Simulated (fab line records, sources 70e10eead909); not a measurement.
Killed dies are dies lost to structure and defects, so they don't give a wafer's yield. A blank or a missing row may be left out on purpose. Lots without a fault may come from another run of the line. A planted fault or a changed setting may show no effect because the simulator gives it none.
Which tool did it? | flow nand_harc | 8 lots, 24 wafers sampled, at 2 steps of a route of 1302

WHAT THE GAUGES READ, wafer by wafer
NHARC_A_CHANNEL_HOLE_D1_CD_MEAS_10: target cd 100 nm.
lot  | measured     | on        | cd_nm (nm)
L133 | day 8 11:47  | cd_sem-02 | 100.4 99.6 99.4
L136 | day 9 15:56  | cd_sem-03 | 101.0 100.2 100.0
L139 | day 10 13:41 | cd_sem-02 | 100.3 99.3 99.4
L150 | day 15 05:02 | cd_sem-02 | 99.9 100.5 99.5
L149 | day 15 05:12 | cd_sem-01 | 99.5 100.1 99.4
L152 | day 16 07:20 | cd_sem-03 | 110.9 110.3 110.1
L154 | day 16 22:37 | cd_sem-03 | 109.1 109.3 108.6
L156 | day 17 22:41 | cd_sem-02 | 101.2 100.9 101.0

WHICH TOOL RAN EACH LOT (tool, then ch and the chambers of the sampled wafers, then the start)
lot  | NHARC_A_CHANNEL_HOLE_D1_PEB_08
L133 | litho_track-01 ch 0, day 8 11:42
L136 | litho_track-06 ch 0, day 9 15:51
L139 | litho_track-04 ch 0, day 10 13:36
L150 | litho_track-04 ch 0, day 15 04:58
L149 | litho_track-06 ch 0, day 15 05:07
L152 | litho_track-06 ch 0, day 16 07:15
L154 | litho_track-06 ch 0, day 16 22:32
L156 | litho_track-04 ch 0, day 17 22:37
- NHARC_A_CHANNEL_HOLE_D1_PEB_08: peb time 65 s.

THE ANSWER, worked out from the rows above alone
Rule: what is usual is taken from the lots themselves. Put in order of their means at a reading, lots are off if they are a third of the lots or fewer, leave a main group of 4 or more, and stand apart from it by a gap of 3 or more times the standard deviation of the main group's means; of several such gaps the widest counts. A main group whose means are all the same, to the digits that the tables above print for the reading, isn't used. A lot without any number at a reading at which 4 lots or more have one is off too. The other lots that the step has rows for count as sound.
Off: L152, L154, at NHARC_A_CHANNEL_HOLE_D1_CD_MEAS_10 (cd_nm). The main group: mean 100.1 nm, standard deviation 0.49.
A tool fits if, at a process step before that reading, it ran every lot that is off, and no sound lot after the first of them. The gauges at NHARC_A_CHANNEL_HOLE_D1_CD_MEAS_10 are tried like those tools. Can't be told from this: 2 tools fit, litho_track-06 at NHARC_A_CHANNEL_HOLE_D1_PEB_08, cd_sem-03 at NHARC_A_CHANNEL_HOLE_D1_CD_MEAS_10.

WHAT THE SIMULATOR HAD PUT IN
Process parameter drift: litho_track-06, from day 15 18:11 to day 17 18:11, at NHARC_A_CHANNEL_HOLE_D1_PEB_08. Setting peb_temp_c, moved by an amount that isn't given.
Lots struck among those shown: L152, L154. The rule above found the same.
